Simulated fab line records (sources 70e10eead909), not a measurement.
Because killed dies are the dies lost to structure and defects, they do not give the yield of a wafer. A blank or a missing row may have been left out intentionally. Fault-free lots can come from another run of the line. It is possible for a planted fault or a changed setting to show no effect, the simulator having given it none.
The tool behind it: which one?    flow nand harc    15 lots, 42 wafers sampled, at 4 steps of a route of 1302

## WHAT THE GAUGES SHOWED, per wafer
No reading from a measuring or inspecting step in the record can be judged against a usual standard deviation.

## TOOL THAT RAN EACH LOT (tool first, then ch and the chambers of the sampled wafers, then the start)
lot   NHARC_A_STAIRCASE_HM_OPEN_460                  NHARC_A_STAIRCASE_ETCH_294                     NHARC_A_STAIRCASE_ALD_415         NHARC_A_STAIRCASE_DEP_417
L831  rie diel-12 ch 0,1, day 17 17:49 or earlier    rie diel-12 ch 0,1, day 17 17:49 or earlier    ald hk-01 ch 0,2,3, day 17 17:49  pecvd-04 ch 0,1,2, day 17 19:38
L833  rie diel-08 ch 0,2,3, day 18 03:03 or earlier  rie diel-08 ch 0,2,3, day 18 03:03 or earlier  ald hk-04 ch 0,1,3, day 18 03:03  pecvd-04 ch 1,2, day 18 05:10
L834  rie diel-03 ch 1,2,3, day 18 05:38 or earlier  rie diel-03 ch 1,2,3, day 18 05:38 or earlier  ald hk-03 ch 0,1,3, day 18 05:38  pecvd-03 ch 1,2, day 18 07:52
L836  rie diel-12 ch 0,1,3, day 18 22:07 or earlier  rie diel-12 ch 0,2,3, day 18 22:07 or earlier  ald hk-04 ch 0,1,2, day 18 22:07  pecvd-03 ch 1,2, day 19 00:46
L837  rie diel-12 ch 0,1,2, day 19 21:50 or earlier  rie diel-12 ch 0,2,3, day 19 21:50 or earlier  ald hk-01 ch 1,2,3, day 19 21:50  pecvd-02 ch 0,1,2, day 20 00:14
L838  rie diel-03 ch 0,1,2, day 20 04:33 or earlier  rie diel-03 ch 1,2, day 20 04:33 or earlier    ald hk-03 ch 0,1,2, day 20 04:33  pecvd-02 ch 0,2, day 20 06:27
L843  rie diel-03 ch 2,3, day 22 16:16 or earlier    rie diel-03 ch 1,3, day 22 16:16 or earlier    ald hk-04 ch 1,3, day 22 16:16    pecvd-03 ch 1,2, day 22 18:31
L845  rie diel-03 ch 0,1, day 22 19:10 or earlier    rie diel-03 ch 0,1, day 22 19:10 or earlier    ald hk-04 ch 0,3, day 22 19:10    pecvd-04 ch 1,2, day 22 21:11
L846  rie diel-08 ch 1, day 23 09:41 or earlier      rie diel-08 ch 0,1, day 23 09:41 or earlier    ald hk-04 ch 0,2, day 23 09:41    pecvd-02 ch 0,2, day 23 11:53
L847  rie diel-08 ch 1,2,3, day 24 05:35 or earlier  rie diel-08 ch 0,1, day 24 05:35 or earlier    ald hk-01 ch 0,1,2, day 24 05:35  pecvd-04 ch 0,1,2, day 24 07:23
L850  rie diel-03 ch 1,2,3, day 25 08:46 or earlier  rie diel-03 ch 0,1,3, day 25 08:46 or earlier  ald hk-01 ch 0,1,3, day 25 08:46  pecvd-02 ch 0,1, day 25 11:07
L851  rie diel-08 ch 0,3, day 25 11:01 or earlier    rie diel-08 ch 2,3, day 25 11:01 or earlier    ald hk-01 ch 0,1,2, day 25 11:01  pecvd-04 ch 0,2, day 25 12:41
L853  rie diel-03 ch 0,1,2, day 26 04:13 or earlier  rie diel-03 ch 0,2,3, day 26 04:13 or earlier  ald hk-04 ch 0,3, day 26 04:13    pecvd-03 ch 0,1, day 26 06:32
L852  rie diel-12 ch 0,2,3, day 26 19:05 or earlier  rie diel-12 ch 0,1,3, day 26 19:05 or earlier  ald hk-01 ch 0,1,3, day 26 19:05  pecvd-04 ch 0,1,2, day 26 22:17
L854  rie diel-12 ch 2,3, day 27 12:08 or earlier    rie diel-12 ch 1,2,3, day 27 12:08 or earlier  ald hk-03 ch 0,1,3, day 27 12:08  pecvd-02 ch 0,1,2, day 27 13:52
- NHARC_A_STAIRCASE_HM_OPEN_460: chemistry O2/COS.
- NHARC_A_STAIRCASE_ETCH_294: etches the open film in C4F8/O2/Ar, target depth 4989 nm, time 1211.6 s.
- NHARC_A_STAIRCASE_ALD_415: deposits SiO2, target thk 30 nm, pulse time 6 s, ald cycles 300.
- NHARC_A_STAIRCASE_DEP_417: deposits Si3N4, target thk 60 nm.

## AS READ BY THE TOOLS THEMSELVES (means over the sampled wafers that have a number; for cases with no such wafer, the mark the record gives instead)
NHARC_A_STAIRCASE_HM_OPEN_460. Usual: cos flow sccm 19.99 sccm, standard deviation 0.063; drypump motor current A 5.5 A, standard deviation 0.33; oes product au 0.998 a.u., standard deviation 0.0073; rf vpp V 466 V, standard deviation 3.1; showerhead plenum p Torr 3.08 Torr, standard deviation 0.14; throttle valve pct 28.330 %, standard deviation 0.0085.
lot   tool         cos flow sccm (sccm)  drypump motor current A (A)  oes product au (a.u.)  rf vpp V (V)  showerhead plenum p Torr (Torr)  throttle valve pct (%)  flag
L831  rie diel-12  19.93                 5.6                          1.002                  468           3.14                             28.334                  
L833  rie diel-08  20.00                 5.7                          0.994                  464           2.96                             28.337                  
L834  rie diel-03  19.96                 5.5                          0.998                  468           3.15                             28.331                  
L836  rie diel-12  19.98                 5.6                          1.001                  467           3.12                             28.324                  
L837  rie diel-12  19.99                 5.5                          0.999                  467           3.11                             28.329                  
L838  rie diel-03  19.95                 5.3                          0.994                  469           3.20                             28.321                  
L843  rie diel-03  19.96                 5.5                          1.002                  465           3.04                             28.329                  
L845  rie diel-03  19.98                 5.2                          1.001                  470           3.26                             28.317                  
L846  rie diel-08  20.05                 6.2                          1.006                  462           2.90                             28.322                  
L847  rie diel-08  20.05                 5.9                          1.002                  462           2.90                             28.329                  
L850  rie diel-03  19.94                 5.5                          0.999                  468           3.13                             28.331                  
L851  rie diel-08  20.02                 5.6                          0.994                  464           2.97                             28.325                  
L853  rie diel-03  19.99                 5.3                          1.007                  469           3.18                             28.335                  
L852  rie diel-12  20.00                 5.4                          0.998                  465           3.03                             28.324                  
L854  rie diel-12  19.97                 5.3                          0.990                  464           3.02                             28.332                  

NHARC_A_STAIRCASE_ETCH_294. Usual: oes product au 0.932 a.u., standard deviation 0.0085; rf vpp V 1823 V, standard deviation 11.
lot   tool         oes product au (a.u.)  rf vpp V (V)  flag
L831  rie diel-12  0.929                  1831          
L833  rie diel-08  0.926                  1813          
L834  rie diel-03  0.921                  1829          
L836  rie diel-12  0.937                  1822          
L837  rie diel-12  0.934                  1821          
L838  rie diel-03  0.932                  1830          
L843  rie diel-03  0.932                  1832          
L845  rie diel-03  0.934                  1839          
L846  rie diel-08  0.933                  1812          
L847  rie diel-08  0.923                  1813          
L850  rie diel-03  0.935                  1832          
L851  rie diel-08  0.931                  1823          
L853  rie diel-03  0.937                  1824          
L852  rie diel-12  0.934                  1823          
L854  rie diel-12  0.934                  1823          

NHARC_A_STAIRCASE_ALD_415. Usual: heater power w 473 W, standard deviation 62; precursor pulse height rel 0.999, standard deviation 0.019.
lot   tool       heater power w (W)  precursor pulse height rel  flag
L831  ald hk-01  435                 1.008                       
L833  ald hk-04  529                 1.000                       
L834  ald hk-03  477                 1.004                       
L836  ald hk-04  515                 0.993                       
L837  ald hk-01  419                 0.989                       
L838  ald hk-03  488                 1.009                       
L843  ald hk-04  482                 0.992                       
L845  ald hk-04  552                 0.976                       
L846  ald hk-04  503                 0.972                       
L847  ald hk-01  440                 1.014                       
L850  ald hk-01  441                 1.006                       
L851  ald hk-01  444                 0.982                       
L853  ald hk-04  524                 0.991                       
L852  ald hk-01  444                 0.992                       
L854  ald hk-03  466                 0.989                       

NHARC_A_STAIRCASE_DEP_417. Usual: heater power w reads 707 W (standard deviation 76).
lot   tool      heater power w (W)  flag
L831  pecvd-04  679                 
L833  pecvd-04  760                 
L834  pecvd-03  730                 
L836  pecvd-03  731                 
L837  pecvd-02  648                 
L838  pecvd-02  703                 
L843  pecvd-03  718                 
L845  pecvd-04  692                 
L846  pecvd-02  688                 
L847  pecvd-04  654                 
L850  pecvd-02  747                 
L851  pecvd-04  702                 
L853  pecvd-03  882                 
L852  pecvd-04  705                 
L854  pecvd-02  659                 

## THE ANSWER, worked out from the rows above alone
Rule: take the mean of a lot's wafers that have a number; if it is more than 3 standard deviations from the usual mean, the lot is off. A lot without any number at a reading at which 4 lots or more have one is off too. The other lots that the step has rows for count as sound. The gauges are gone through in route order, then the tools' own readings, and for those a lot's mean is taken as printed above. The first step at which some lot is off is used, and at that step the reading that is off furthest; a lot without a number counts as furthest.
No lot is off on any of the readings shown, so nothing can be concluded from this.

## WHAT WAS PUT IN BY THE SIMULATOR
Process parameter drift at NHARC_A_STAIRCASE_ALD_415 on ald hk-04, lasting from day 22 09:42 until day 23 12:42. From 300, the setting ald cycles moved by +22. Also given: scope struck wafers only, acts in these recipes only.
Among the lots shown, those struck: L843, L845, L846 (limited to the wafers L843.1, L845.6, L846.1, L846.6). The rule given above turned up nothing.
